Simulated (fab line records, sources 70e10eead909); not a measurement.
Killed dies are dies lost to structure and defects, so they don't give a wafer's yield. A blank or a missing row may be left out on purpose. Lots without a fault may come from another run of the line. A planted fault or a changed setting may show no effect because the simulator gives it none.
fab line records | flow nand_harc | part 2 of 2: steps 33 to 47 of 47
record lots=5 wafers=15 last_day=34
route steps=1302 shown P_GATE@178 P_CONTACT@217
lots that met no fault: from a run of the same line without faults
start_h: hours from the record's first day to the start of the lot's first wafer shown | wait_h: hours since the lot's step before | " the same as in the row above | L1.1+2: a row that stands for several wafers | - no value, or no start given | * or withheld: withheld | < > ~ a bound
route shown NAME@n: a module of which the file shows steps, and the number in the route of the first | usual: mean/standard deviation of fault-free wafers | same: alike in all rows | chamber/n: place in a boat | sites: the reading at each site | _std_site: their standard deviation | _edge_site: outer sites' mean less inner sites' | radius_mm: how far each site lies from the wafer's centre | mask NAME#n: copy n | behind: the tool/chamber that last shaped the wafer | hold: why the lot was held/for how many hours/how that ended | device: the transistor (n, p or np) that didn't switch | end of line: the same wafers' tests at the end of the route | a step without rows: its recipe alone | killed: dies lost to structure and defects at the first sort, not the wafer's yield | map: a wafer's dies, x killed, . not, _ none there
set.NAME: the setting as run; set.NAME@STEP: as run at that earlier step | model.NAME: the simulator's own value behind a step, which no gauge read
lots at some steps of the route; a table a step, a row a wafer
services: from which hour (start_h, from the record's first day; less than 0 if before it) a tool's chamber was out of use, for how many hours, and why
## steps
# step NHARC_P_GATE_PRE_CLEAN_110
# recipe time_s=30 bias_v=200 gas=Ar
# columns lot.wafer tool chamber start_h wait_h
L075.2+4+1 pvd_sputter-01 - - -
L078.3+1+6 pvd_sputter-02 - - -
L086.2+3+6 pvd_sputter-02 - - -
L096.2+3+5 pvd_sputter-02 - - -
L097.4+3+6 pvd_sputter-02 - - -
# step NHARC_P_GATE_SPUTTER_78
# recipe target_thk_a=100 material=Ni
# columns lot.wafer tool chamber start_h wait_h
L075.4+2+1 pvd_sputter-01 - - -
L078.1+3+6 pvd_sputter-02 - - -
L086.3+2+6 pvd_sputter-02 - - -
L096.2+3+5 pvd_sputter-02 - - -
L097.3+4+6 pvd_sputter-02 - - -
# step NHARC_P_GATE_SPUTTER_79
# recipe target_thk_a=100 material=TiN
# columns lot.wafer tool chamber start_h wait_h
L075.2+4+1 pvd_sputter-01 - - -
L078.3+1+6 pvd_sputter-02 - - -
L086.2+3+6 pvd_sputter-02 - - -
L096.2+3+5 pvd_sputter-02 - - -
L097.4+3+6 pvd_sputter-02 - - -
# step NHARC_P_GATE_RTA_80
# recipe temp_c=300 time_s=30
# usual wafer_temp_C_max=300.89/0.27
# columns lot.wafer tool chamber start_h wait_h wafer_temp_C_max
L075.1 rtp_anneal-01 0 126.11 - 300.58
L075.2 " 0 " " 300.98
L075.4 " 0 " " 301.00
L078.1 rtp_anneal-01 0 159.91 - 300.70
L078.3 " 0 " " 300.84
L078.6 " 0 " " 300.89
L086.2 rtp_anneal-01 0 243.18 - 301.12
L086.3 " 0 " " 301.24
L086.6 " 0 " " 301.40
L096.2 rtp_anneal-02 0 337.32 - 301.29
L096.3 " 0 " " 301.18
L096.5 " 0 " " 300.92
L097.3 rtp_anneal-01 0 352.42 - 300.97
L097.4 " 0 " " 300.84
L097.6 " 0 " " 300.57
# step NHARC_P_GATE_STRIP_67
# recipe time_s=600 temp_c=130 chemistry=SPM
# columns lot.wafer tool chamber start_h wait_h
L075.2+1+4 wet_bench-05 5,6,0 126.33 0.2
L078.1+6+3 wet_bench-01 4,5,7 160.13 0.2
L086.6+2+3 wet_bench-02 2,5,6 243.36 0.0
L096.5+3+2 wet_bench-01 3,4,5 337.51 0.1
L097.6+3+4 wet_bench-02 3,6,7 352.57 0.0
# step NHARC_P_GATE_RTA_82
# recipe temp_c=450 time_s=30
# usual lamp_power_pct=4.17/0.27 wafer_temp_C_max=451.4/0.34
# columns lot.wafer tool chamber start_h wait_h lamp_power_pct wafer_temp_C_max
L075.1 rtp_anneal-02 0 126.57 - 4.38 451.4
L075.2 " 0 " " 4.39 451.4
L075.4 " 0 " " 4.39 451.8
L078.1 rtp_anneal-01 0 160.37 - 3.84 451.3
L078.3 " 0 " " 3.85 451.4
L078.6 " 0 " " 3.85 451.1
L086.2 rtp_anneal-02 0 243.64 - 4.38 451.4
L086.3 " 0 " " 4.39 451.3
L086.6 " 0 " " 4.39 451.3
L096.2 rtp_anneal-02 0 337.78 - 4.39 451.2
L096.3 " 0 " " 4.40 451.3
L096.5 " 0 " " 4.39 451.3
L097.3 rtp_anneal-02 0 352.90 - 4.39 452.3
L097.4 " 0 " " 4.38 451.1
L097.6 " 0 " " 4.39 451.2
# step NHARC_P_GATE_INSPECT_68
# usual raw_defect_count=201/62
# columns lot.wafer tool chamber start_h wait_h raw_defect_count
L075.1 defect_inspect-01 - 126.77 0.2 116
L075.2 " - " " 133
L075.4 " - " " 88
L078.1 defect_inspect-01 - 160.57 0.2 239
L078.3 " - " " 232
L078.6 " - " " 209
L086.2 defect_inspect-02 - 243.81 0.1 223
L086.3 " - " " 231
L086.6 " - " " 193
L096.2 defect_inspect-02 - 337.95 0.1 189
L096.3 " - " " 152
L096.5 " - " " 178
L097.3 defect_inspect-02 - 353.04 0.1 196
L097.4 " - " " 115
L097.6 " - " " 85
# step NHARC_P_CONTACT_DEP_30
# recipe target_thk_a=300 temp_c=400 target_thk_nm=30 flow_sccm=200 rf_w=450 material=SiNx
# usual heater_power_w=661/63
# columns lot.wafer tool chamber start_h wait_h heater_power_w
L075.1 pecvd-03 2 126.84 0.1 655
L075.2 " 0 " " 591
L075.4 " 0 " " 589
L078.3 pecvd-03 0 160.68 0.1 569
L078.1 " 1 " " 717
L078.6 " 1 " " 716
L086.3 pecvd-03 0 243.88 0.1 587
L086.2 " 2 " " 638
L086.6 " 0 " " 572
L096.3 pecvd-03 2 338.01 0.1 714
L096.2 " 1 " " 711
L096.5 " 2 " " 730
L097.3 pecvd-04 1 353.15 0.1 659
L097.6 " 1 " " 666
L097.4 " 2 " " 769
# step NHARC_P_CONTACT_DEP_00
# recipe target_thk_a=5000 temp_c=400 pressure_torr=6.5 rf_w=900 teos_flow_sccm=161.4 flow_sccm=2650 target_thk_nm=500 gas=O2 material=SiO2
# usual heater_power_w=499/63 throttle_valve_pct=15.9/0.53
# columns lot.wafer tool chamber start_h wait_h heater_power_w throttle_valve_pct
L075.1 pecvd-03 2 - - 423 15.8
L075.2 " 0 " " 470 15.7
L075.4 " 0 " " 481 15.4
L078.3 pecvd-03 0 - - 452 15.6
L078.1 " 1 " " 554 16.7
L078.6 " 1 " " 574 16.6
L086.3 pecvd-03 0 - - 493 15.7
L086.2 " 2 " " 439 15.2
L086.6 " 0 " " 511 15.6
L096.3 pecvd-03 2 - - 571 15.3
L096.2 " 1 " " 550 16.6
L096.5 " 2 " " 578 15.3
L097.3 pecvd-04 1 - - 454 16.2
L097.6 " 1 " " 465 16.2
L097.4 " 2 " " 611 15.8
# step NHARC_P_CONTACT_CMP_01
# recipe target_thk_nm=200 material=SiO2
# usual motor_current_A=11.7/1.5
# columns lot.wafer tool chamber start_h wait_h motor_current_A
L075.2 cmp-02 2 127.56 - 11.4
L075.1 " 3 " " 10.5
L075.4 " 1 " " 10.9
L078.1 cmp-03 0 161.38 - 12.4
L078.3 " 2 " " 11.3
L078.6 " 0 " " 13.3
L086.3 cmp-02 2 244.59 - 11.4
L086.2 " 0 " " 12.8
L086.6 " 2 " " 12.3
L096.2 cmp-02 1 338.77 - 11.8
L096.3 " 2 " " 12.2
L096.5 " 0 " " 13.0
L097.4 cmp-01 0 353.82 - 9.7
L097.3 " 1 " " 11.5
L097.6 " 0 " " 10.1
# step NHARC_P_CONTACT_SRD_03
# columns lot.wafer tool chamber start_h wait_h
L075.2+4+1 wet_bench-06 7,1,2 127.86 0.0
L078.1+6+3 wet_bench-09 6,0,1 161.66 0.0
L086.2+3+6 wet_bench-06 3,6,0 244.89 0.0
L096.2+5+3 wet_bench-09 5,1,2 339.02 0.0
L097.3+4+6 wet_bench-07 0,1,4 354.12 0.0
# step NHARC_P_CONTACT_DEHYDRATE_04
# recipe temp_c=150 time_s=120
# columns lot.wafer tool chamber start_h wait_h
L075.1+2+4 litho_track-01 0 127.96 0.1
L078.1+3+6 litho_track-06 0 161.74 0.1
L086.2+3+6 litho_track-06 0 244.97 0.1
L096.2+3+5 litho_track-04 0 339.10 0.1
L097.3+4+6 litho_track-01 0 354.21 0.1
# step NHARC_P_CONTACT_HMDS_05
# recipe time_s=30
# columns lot.wafer tool chamber start_h wait_h
L075.1+2+4 litho_track-01 0 - -
L078.1+3+6 litho_track-06 0 - -
L086.2+3+6 litho_track-06 0 - -
L096.2+3+5 litho_track-04 0 - -
L097.3+4+6 litho_track-01 0 - -
# step NHARC_P_CONTACT_COAT_33
# recipe temp_c=260 time_s=75
# columns lot.wafer tool chamber start_h wait_h
L075.1+2+4 litho_track-01 0 - -
L078.1+3+6 litho_track-06 0 - -
L086.2+3+6 litho_track-06 0 - -
L096.2+3+5 litho_track-04 0 - -
L097.3+4+6 litho_track-01 0 - -
# step NHARC_P_CONTACT_COAT_34
# recipe temp_c=225 time_s=65
# columns lot.wafer tool chamber start_h wait_h
L075.1+2+4 litho_track-01 0 - -
L078.1+3+6 litho_track-06 0 - -
L086.2+3+6 litho_track-06 0 - -
L096.2+3+5 litho_track-04 0 - -
L097.3+4+6 litho_track-01 0 - -
## services
# columns tool chamber start_h hours kind
pvd_sputter-02 - 104.04 10.0 pm
pecvd-03 0 108.13 9.7 repair
litho_track-05 - 124.01 7.0 pm
plasma_asher-02 - 137.35 1.9 repair
litho_track-01 - 155.00 7.0 pm
plasma_asher-01 - 162.84 3.8 repair
plasma_asher-01 - 166.68 9.0 pm
litho_track-06 - 179.00 7.0 pm
pecvd-03 - 185.31 13.0 pm
pvd_sputter-02 - 197.40 3.8 repair
litho_track-02 - 227.00 7.0 pm
plasma_asher-02 - 249.15 9.0 pm
litho_track-07 - 251.00 7.0 pm
wet_bench-05 - 260.80 8.0 pm
pvd_sputter-02 - 282.04 10.0 pm
litho_track-05 - 299.01 7.0 pm
plasma_asher-01 - 310.26 0.9 repair
plasma_asher-02 - 312.22 1.6 repair
plasma_asher-01 - 312.94 2.1 repair
litho_track-01 - 330.00 7.0 pm
pvd_sputter-02 - 342.91 2.4 repair
plasma_asher-01 - 343.68 9.0 pm
pecvd-03 1 344.40 6.2 repair
litho_track-06 - 354.00 7.0 pm
